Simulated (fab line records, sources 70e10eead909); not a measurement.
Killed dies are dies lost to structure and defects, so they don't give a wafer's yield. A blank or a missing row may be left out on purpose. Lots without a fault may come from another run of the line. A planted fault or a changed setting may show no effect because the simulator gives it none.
fab line records | flow nand_harc
record lots=6 wafers=18 last_day=32
route steps=1302 shown P_STI@99 P_GATE@110 P_CONTACT@235 END@1302
lots that met no fault: from a run of the same line without faults
start_h: hours from the record's first day to the start of the lot's first wafer shown | wait_h: hours since the lot's step before | " the same as in the row above | L1.1+2: a row that stands for several wafers | - no value, or no start given | * or withheld: withheld | < > ~ a bound
route shown NAME@n: a module of which the file shows steps, and the number in the route of the first | usual: mean/standard deviation of fault-free wafers | same: alike in all rows | chamber/n: place in a boat | sites: the reading at each site | _std_site: their standard deviation | _edge_site: outer sites' mean less inner sites' | radius_mm: how far each site lies from the wafer's centre | mask NAME#n: copy n | behind: the tool/chamber that last shaped the wafer | hold: why the lot was held/for how many hours/how that ended | device: the transistor (n, p or np) that didn't switch | end of line: the same wafers' tests at the end of the route | a step without rows: its recipe alone | killed: dies lost to structure and defects at the first sort, not the wafer's yield | map: a wafer's dies, x killed, . not, _ none there
set.NAME: the setting as run; set.NAME@STEP: as run at that earlier step | model.NAME: the simulator's own value behind a step, which no gauge read
lots at some steps of the route; a table a step, a row a wafer
services: from which hour (start_h, from the record's first day; less than 0 if before it) a tool's chamber was out of use, for how many hours, and why
## steps
# step NHARC_P_STI_ANNEAL_34
# recipe temp_c=1000 time_s=1800
# step NHARC_P_STI_CMP_21
# recipe t_overpolish_s=20 target_thk_nm=380.67
# usual motor_current_A=12.3/1.2 overpolish_run_s=20.001/0.0087 pad_life_wafers=186/99
# same t_overpolish_s=20
# columns lot.wafer tool chamber start_h wait_h motor_current_A overpolish_run_s pad_life_wafers
L999.4 cmp-04 3 84.55 0.4 11.9 20.007 264
L999.3 " 1 " " 11.0 19.995 266
L999.5 " 0 " " 13.0 20.001 -
L107.1 cmp-02 0 162.48 0.4 12.0 19.989 96
L107.3 " 3 " " 10.2 19.997 99
L107.5 " 1 " " 13.0 20.013 -
L108.1 cmp-01 3 170.15 0.4 13.8 20.008 252
L108.4 " 0 " " 12.3 20.000 253
L108.3 " 1 " " 11.1 20.014 254
L109.3 cmp-02 0 183.84 0.4 11.5 20.015 174
L109.5 " 0 " " 12.0 19.995 -
L109.6 " 1 " " 13.9 20.005 -
L116.3 cmp-01 0 254.33 0.4 12.3 20.008 210
L116.1 " 1 " " 11.5 19.998 211
L116.2 " 2 " " 12.6 19.992 212
L118.2 cmp-01 2 275.23 0.4 12.5 19.996 290
L118.3 " 3 " " 13.1 19.986 291
L118.5 " 0 " " 12.3 19.996 -
# step NHARC_P_STI_SRD_35
# step NHARC_P_STI_ETCH_36
# recipe target_depth_a=388 chemistry=dHF material=SiO2
# step NHARC_P_STI_STRIP_24
# recipe temp_c=160 chemistry=H3PO4 material=Si3N4
# step NHARC_P_STI_ETCH_37
# recipe target_depth_a=110 chemistry=dHF material=SiO2
# step NHARC_P_STI_PRECLEAN_38
# recipe time_s=* temp_c=50 bath_age_min=0 chemistry=SC1
# step NHARC_P_STI_SRD_39
# step NHARC_P_STI_OXIDE_40
# recipe target_thk_a=100 temp_c=900 ox_time_s=1362 material=SiO2
# step NHARC_P_STI_INSPECT_25
# usual raw_defect_count=252/100
# columns lot.wafer tool chamber start_h wait_h raw_defect_count
L999.3 defect_inspect-01 - 93.05 0.4 243
L999.4 " - " " 108
L999.5 " - " " 84
L107.1 defect_inspect-02 - 173.88 0.4 167
L107.3 " - " " 406
L107.5 " - " " 189
L108.1 defect_inspect-01 - 178.64 0.4 270
L108.3 " - " " 260
L108.4 " - " " 179
L109.3 defect_inspect-02 - 192.25 0.4 284
L109.5 " - " " 282
L109.6 " - " " 205
L116.1 defect_inspect-02 - 262.77 0.4 328
L116.2 " - " " 621
L116.3 " - " " 556
L118.2 defect_inspect-02 - 286.23 0.4 463
L118.3 " - " " 402
L118.5 " - " " 311
# step NHARC_P_GATE_ETCH_69
# recipe target_depth_a=140 chemistry=dHF material=SiO2
# step NHARC_P_GATE_PRECLEAN_70
# recipe time_s=* temp_c=50 bath_age_min=0 chemistry=SC1
# usual diw_flow_mL_min=1416/3.8 run_length_s=*
# columns lot.wafer tool chamber start_h wait_h diw_flow_mL_min run_length_s
L999.3 wet_bench-03 5 93.19 0.1 1414 *
L999.5 " 7 " " 1413 *
L999.4 " 0 " " 1419 *
L107.1 wet_bench-03 3 174.03 0.1 1413 *
L107.3 " 5 " " 1420 *
L107.5 " 7 " " 1412 *
L108.3 wet_bench-03 1 178.78 0.1 1417 *
L108.1 " 3 " " 1416 *
L108.4 " 5 " " 1419 *
L109.6 wet_bench-02 1 192.40 0.1 1415 *
L109.5 " 2 " " 1415 *
L109.3 " 3 " " 1421 *
L116.1 wet_bench-02 6 262.92 0.1 1413 *
L116.3 " 7 " " 1410 *
L116.2 " 3 " " 1414 *
L118.2 wet_bench-03 2 286.38 0.1 1412 *
L118.3 " 3 " " 1422 *
L118.5 " 5 " " 1411 *
# step NHARC_P_GATE_SRD_01
# step NHARC_P_GATE_OXIDE_02
# recipe target_thk_a=375 temp_c=950 p_h2o_torr=720 ox_time_s=365 material=SiO2
# step NHARC_P_GATE_DEHYDRATE_03
# recipe temp_c=150 time_s=120
# step NHARC_P_GATE_HMDS_04
# recipe time_s=30
# step NHARC_P_GATE_COAT_05
# recipe spin_rpm=4690
# step NHARC_P_GATE_SOFTBAKE_06
# recipe temp_c=122 time_s=95
# step NHARC_P_GATE_EBR_07
# step NHARC_P_GATE_EXPOSE_08
# recipe na=0.6 dose_mj=16.75 mask_id=P_HV
# step NHARC_P_GATE_PEB_09
# recipe peb_temp_c=118 peb_time_s=85
# step NHARC_P_GATE_DEVELOP_10
# recipe time_s=70
# step NHARC_P_GATE_CD_MEAS_11
# recipe target_cd_nm=1640 landing_energy_ev=500
# usual cd_nm=1638.9/2
# columns lot.wafer tool chamber start_h wait_h cd_nm
L999.3 cd_sem-03 0 101.80 - 1640.9
L999.4 " 0 " " 1640.3
L999.5 " 0 " " 1640.0
L107.1 cd_sem-03 0 182.43 - 1638.0
L107.3 " 0 " " 1638.4
L107.5 " 0 " " 1635.7
L108.1 cd_sem-02 0 186.99 - 1634.5
L108.3 " 0 " " 1639.9
L108.4 " 0 " " 1641.6
L109.3 cd_sem-03 0 200.76 - 1640.0
L109.5 " 0 " " 1639.8
L109.6 " 0 " " 1637.5
L116.1 cd_sem-03 0 271.92 - 1637.5
L116.2 " 0 " " 1634.7
L116.3 " 0 " " 1636.1
L118.2 cd_sem-02 0 294.58 - 1637.0
L118.3 " 0 " " 1636.7
L118.5 " 0 " " 1638.3
# step NHARC_P_GATE_HARDBAKE_12
# recipe temp_c=125 time_s=80
# step NHARC_P_GATE_DESCUM_13
# recipe time_s=3 o2_flow_sccm=200 ar_flow_sccm=0 bias_power_w=0 chemistry=O2
# usual drypump_motor_current_A=5.6/0.4 oes_product_au=0.997/0.01 rf_vpp_V=57.7/0.92 showerhead_plenum_p_Torr=1.91/0.07 throttle_valve_pct=11.312/0.0091
# columns lot.wafer tool chamber start_h wait_h drypump_motor_current_A oes_product_au rf_hours_counter_h rf_vpp_V showerhead_plenum_p_Torr throttle_valve_pct
L999.4 rie_diel-04 2 101.96 - 5.7 0.991 6.7 57.2 1.80 11.320
L999.3 " 1 " " 6.2 0.999 6.8 57.1 1.86 11.299
L999.5 " 2 " " 5.7 0.989 - 55.9 1.80 11.292
L107.3 rie_diel-09 0 182.62 - 5.7 0.983 0.9 58.5 1.85 11.314
L107.1 " 1 " " 5.8 0.985 0.7 58.2 2.03 11.307
L107.5 " 2 " " 4.8 0.994 - 58.0 1.89 11.317
L108.1 rie_diel-04 2 187.15 - 5.7 0.995 0 56.4 1.80 11.320
L108.3 " 0 " " 5.8 1.021 0 58.7 1.92 11.318
L108.4 " 1 " " 6.2 0.989 0 56.6 1.86 11.315
L109.3 rie_diel-02 2 200.95 - 5.4 0.995 7.6 59.0 1.97 11.322
L109.5 " 3 " " 5.2 0.992 - 58.2 2.00 11.327
L109.6 " 0 " " 5.5 0.991 - 59.0 2.03 11.306
L116.2 rie_diel-04 0 272.08 - 5.8 1.014 5.2 57.3 1.92 11.329
L116.3 " 1 " " 6.2 0.998 5.9 58.5 1.86 11.317
L116.1 " 3 " " 5.3 1.016 4.5 57.6 1.94 11.320
L118.2 rie_diel-02 1 294.74 - 6.3 0.994 3.5 57.9 1.89 11.317
L118.3 " 0 " " 5.5 1.005 4.4 57.0 2.02 11.300
L118.5 " 2 " " 5.5 0.993 - 58.1 1.97 11.319
# step NHARC_P_GATE_ETCH_14
# recipe target_depth_a=488 chemistry=dHF material=SiO2
# step NHARC_P_GATE_STRIP_15
# recipe time_s=780 temp_c=130 chemistry=SPM
# step NHARC_P_GATE_PRECLEAN_71
# recipe time_s=* temp_c=50 bath_age_min=0 chemistry=SC1
# step NHARC_P_GATE_SRD_72
# step NHARC_P_GATE_OXIDE_16
# recipe target_thk_a=30 temp_c=875 ox_time_s=392 material=SiO2
# step NHARC_P_GATE_CVD_17
# recipe target_thk_a=1500 temp_c=620 time_s=900 material=poly-Si
# step NHARC_P_GATE_HM_DEP_102
# recipe target_thk_a=1200 temp_c=400 material=aC
# usual throttle_valve_pct=35.001/0.0094
# columns lot.wafer tool chamber start_h wait_h throttle_valve_pct
L999.3 acl_dep-01 0 120.34 6.2 34.993
L999.4 " 0 " " 35.010
L999.5 " 0 " " 35.016
L107.1 acl_dep-03 0 195.19 0.4 35.008
L107.3 " 0 " " 34.992
L107.5 " 0 " " 35.009
L108.1 acl_dep-01 0 201.43 1.8 34.998
L108.3 " 0 " " 35.005
L108.4 " 0 " " 34.998
L109.3 acl_dep-01 0 213.42 0.6 34.983
L109.5 " 0 " " 34.999
L109.6 " 0 " " 35.009
L116.1 acl_dep-01 0 291.40 5.7 34.997
L116.2 " 0 " " 34.992
L116.3 " 0 " " 34.998
L118.2 acl_dep-02 0 309.93 2.9 35.002
L118.3 " 0 " " 34.995
L118.5 " 0 " " 35.002
# step NHARC_P_GATE_DEP_103
# recipe target_thk_a=300 target_thk_nm=30 temp_c=400 flow_sccm=200 rf_w=350 material=SiON
# usual heater_power_w=738/87
# columns lot.wafer tool chamber start_h wait_h heater_power_w since_wet_clean_h
L999.3 pecvd-03 2 120.84 0.4 871 104
L999.4 " 0 " " 677 -
L999.5 " 1 " " 772 -
L107.3 pecvd-02 1 195.89 0.4 755 137
L107.1 " 2 " " 675 137
L107.5 " 0 " " 796 -
L108.3 pecvd-03 2 202.12 0.4 808 4
L108.1 " 0 " " 558 4
L108.4 " 2 " " 797 -
L109.3 pecvd-02 2 213.87 0.3 663 155
L109.6 " 2 " " 666 -
L109.5 " 1 " " 680 -
L116.1 pecvd-04 2 292.06 0.6 843 158
L116.2 " 0 " " 710 158
L116.3 " 1 " " 731 158
L118.2 pecvd-02 1 310.49 0.5 856 70
L118.3 " 2 " " 695 70
L118.5 " 0 " " 720 -
# step NHARC_P_GATE_DEHYDRATE_18
# recipe temp_c=150 time_s=120
# step NHARC_P_GATE_HMDS_19
# recipe time_s=30
# step NHARC_P_GATE_COAT_20
# recipe spin_rpm=1500 resist_thk_nm=90
# step NHARC_P_GATE_SOFTBAKE_21
# recipe temp_c=105 time_s=55
# step NHARC_P_GATE_EBR_22
# step NHARC_P_GATE_EXPOSE_23
# recipe na=1.35 target_cd_nm=120 dose_mj=93.91 mask_id=P_GATE
# step NHARC_P_GATE_PEB_24
# recipe peb_temp_c=100 peb_time_s=65
# step NHARC_P_GATE_DEVELOP_25
# recipe develop_time_s=35 dev_temp_c=23
# step NHARC_P_CONTACT_DESCUM_17
# recipe time_s=3 o2_flow_sccm=200 ar_flow_sccm=0 bias_power_w=0 chemistry=O2
# usual drypump_motor_current_A=5.9/0.54 oes_product_au=1.003/0.01 rf_vpp_V=58.0/0.95 showerhead_plenum_p_Torr=1.93/0.081 throttle_valve_pct=11.311/0.0095
# columns lot.wafer tool chamber start_h wait_h drypump_motor_current_A oes_product_au rf_hours_counter_h rf_vpp_V showerhead_plenum_p_Torr throttle_valve_pct model.P_CONTACT.cd_nm
L999.3 rie_diel-12 1 141.36 0.1 5.0 1.004 0.8 59.2 2.00 11.309 88.44
L999.4 " 3 " " 5.5 1.010 0.6 56.5 1.85 11.300 89.72
L999.5 " 0 " " 5.3 1.008 - 58.6 1.94 11.316 90.15
L107.1 rie_diel-12 0 216.62 0.1 5.3 0.988 2.8 58.6 1.94 11.302 89.2
L107.3 " 2 " " 6.2 1.004 2.9 57.9 1.85 11.300 89.21
L107.5 " 3 " " 5.5 1.001 - 57.6 1.85 11.304 88.88
L108.4 rie_diel-05 3 223.69 0.1 5.9 0.993 4.9 58.2 1.78 11.308 87.85
L108.1 " 0 " " 5.3 1.011 4.7 56.9 2.04 11.322 88.87
L108.3 " 1 " " 6.5 1.008 3.3 57.3 1.91 11.320 87.46
L109.3 rie_diel-11 1 235.06 0.1 5.9 1.007 8.4 59.3 1.99 11.320 90.83
L109.5 " 2 " " 5.9 1.003 - 59.7 2.06 11.301 89.28
L109.6 " 3 " " 5.8 1.009 - 58.5 1.93 11.325 90.09
L116.1 rie_diel-12 1 312.81 0.1 5.0 0.986 0.5 58.5 1.99 11.325 88.77
L116.2 " 2 " " 6.2 1.002 0.6 57.4 1.85 11.312 89.59
L116.3 " 3 " " 5.5 0.996 0.4 57.1 1.85 11.327 90.02
L118.2 rie_diel-12 3 331.45 0.1 5.5 0.998 1.1 56.3 1.85 11.312 89.31
L118.3 " 0 " " 5.3 0.999 1.0 58.2 1.94 11.303 89.35
L118.5 " 3 " " 5.5 1.002 - 57.1 1.85 11.307 89.84
# step NHARC_P_CONTACT_ETCH_35
# recipe target_depth_a=390 over_etch_frac=0.3 time_s=65 ion_energy_ev=80 cf4_flow_sccm=150 ar_flow_sccm=0 rf_w=300 bias_w=100 chemistry=CF4
# usual drypump_motor_current_A=5.9/0.54 oes_product_au=1.004/0.0099 rf_vpp_V=151.4/1.1 showerhead_plenum_p_Torr=1.79/0.069 throttle_valve_pct=13.284/0.0077
# columns lot.wafer tool chamber start_h wait_h drypump_motor_current_A oes_product_au rf_hours_counter_h rf_vpp_V showerhead_plenum_p_Torr throttle_valve_pct model.P_CONTACT.cd_nm
L999.4 rie_diel-12 2 141.44 0.1 6.2 1.004 0.8 151.6 1.72 13.273 89.77
L999.3 " 0 " " 5.2 1.005 0.7 151.1 1.79 13.280 88.42
L999.5 " 3 " " 5.5 1.022 - 150.6 1.72 13.289 90.93
L107.3 rie_diel-12 2 216.70 0.1 6.2 0.989 2.9 149.8 1.72 13.283 89.03
L107.1 " 0 " " 5.3 0.997 2.8 152.3 1.79 13.285 89.12
L107.5 " 2 " " 6.2 0.987 - 150.5 1.71 13.264 88.64
L108.4 rie_diel-05 2 223.78 0.1 6.6 1.001 4.8 150.1 1.72 13.292 87.93
L108.1 " 3 " " 5.9 0.992 4.9 150.1 1.65 13.284 89.07
L108.3 " 0 " " 5.2 1.019 4.7 152.7 1.88 13.284 87.12
L109.3 rie_diel-11 3 235.12 0.1 5.8 0.998 8.9 150.1 1.78 13.280 91.09
L109.5 " 2 " " 5.9 1.012 - 152.8 1.89 13.284 89.9
L109.6 " 3 " " 5.8 1.000 - 151.2 1.78 13.274 90.48
L116.1 rie_diel-12 3 312.89 0.1 5.5 1.022 0.4 150.7 1.72 13.278 88.82
L116.2 " 0 " " 5.3 1.014 0.4 150.8 1.79 13.274 89.55
L116.3 " 1 " " 5.0 0.995 0.5 151.7 1.84 13.277 90.17
L118.3 rie_diel-12 2 331.55 0.1 6.2 0.996 1.3 150.8 1.71 13.292 89.03
L118.2 " 3 " " 5.5 1.004 1.1 150.3 1.72 13.274 89.6
L118.5 " 1 " " 5.0 0.989 - 151.9 1.84 13.281 90.18
# step NHARC_END_SORT_01
# recipe temp_c=25
# usual killed_at_array=54/21 killed_at_other=1.0/1.2 killed_at_periphery=3.6/2.6 killed_dies=58/20 killed_open=3.3/1.9 killed_short=2.6/1.5
# same gross_dies=677
# columns lot.wafer tool chamber start_h wait_h killed_at_array killed_at_other killed_at_periphery killed_dies killed_open killed_short
L109.6 prober-02 0 691.46 4.0 22 1 1 24 5 2
# killed by level:class
L109.6 A_CHANNEL_HOLE_D1:chamber_film_flake=6 A_WL_FILL:chamber_film_flake=5 A_ONON_D2:geometric_particle:open=2 A_SLIT:chamber_film_flake=2 P_M1:geometric_particle:short=1 A_CHANNEL_HOLE_D2:geometric_particle:short=1 A_CHANNEL_FILL_D2:geometric_particle:open=1 A_M0:geometric_particle:open=1
## services
# columns tool chamber start_h hours kind
wet_bench-02 - 68.00 8.0 pm
pecvd-03 - 70.04 0.3 repair
cmp-01 - 72.93 0.6 repair
cmp-01 - 87.50 4.0 pm
rie_diel-12 - 91.40 9.0 pm
cmp-01 - 118.46 7.6 repair
pecvd-02 0 137.93 23.4 repair
rie_diel-12 0 152.37 4.6 repair
cmp-01 - 157.45 3.4 repair
rie_diel-12 - 159.39 0.7 repair
cmp-01 - 162.62 0.7 repair
rie_diel-04 - 177.97 9.0 pm
cmp-01 - 185.50 4.0 pm
acl_dep-01 - 186.58 13.0 pm
wet_bench-03 - 210.40 8.0 pm
cmp-01 - 226.40 0.6 repair
pecvd-02 - 227.11 13.0 pm
cmp-01 - 240.47 2.1 repair
cmp-01 - 259.44 0.5 repair
rie_diel-12 - 268.40 9.0 pm
rie_diel-04 2 272.85 2.9 repair
cmp-01 - 283.50 4.0 pm
rie_diel-04 3 323.75 3.1 repair
wet_bench-03 - 326.36 5.6 repair
## key
first_sign step=NHARC_P_GATE_PRECLEAN_70 reading=run_length_s direction=down sigmas=12 usual=* struck=*
effect none on later readings
model_effect step=NHARC_P_CONTACT_DESCUM_17 value=P_CONTACT.cd_nm without=90.25 struck=88.58
model_effect step=NHARC_P_CONTACT_ETCH_35 value=P_CONTACT.cd_nm without=90.15 struck=88.49
met_at NHARC_P_GATE_PRECLEAN_70
struck_wafers L107.1,L107.3,L107.5,L108.1,L108.3,L108.4
tester_left_out L107,L108
loop_trim step=NHARC_P_CONTACT_EXPOSE_09 setting=dose lots=L107,L108
onset_between 93.19 174.03
fault kind=process_parameter_drift tool=wet_bench-03 chamber=- onset_h=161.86 steps=NHARC_P_GATE_PRECLEAN_70 channel=time_s offset=* shape=step end_h=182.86 acts_in=* stated=*
# tester_left_out: of these lots the tester's yield and bins aren't shown, on N5 and GAA mostly nor the transistor test; their killed dies are dies lost to structure and defects alone, not to doping, threshold or leakage, so they don't give the yield
# loop_trim: a control loop set the setting to another value than it would have without faults
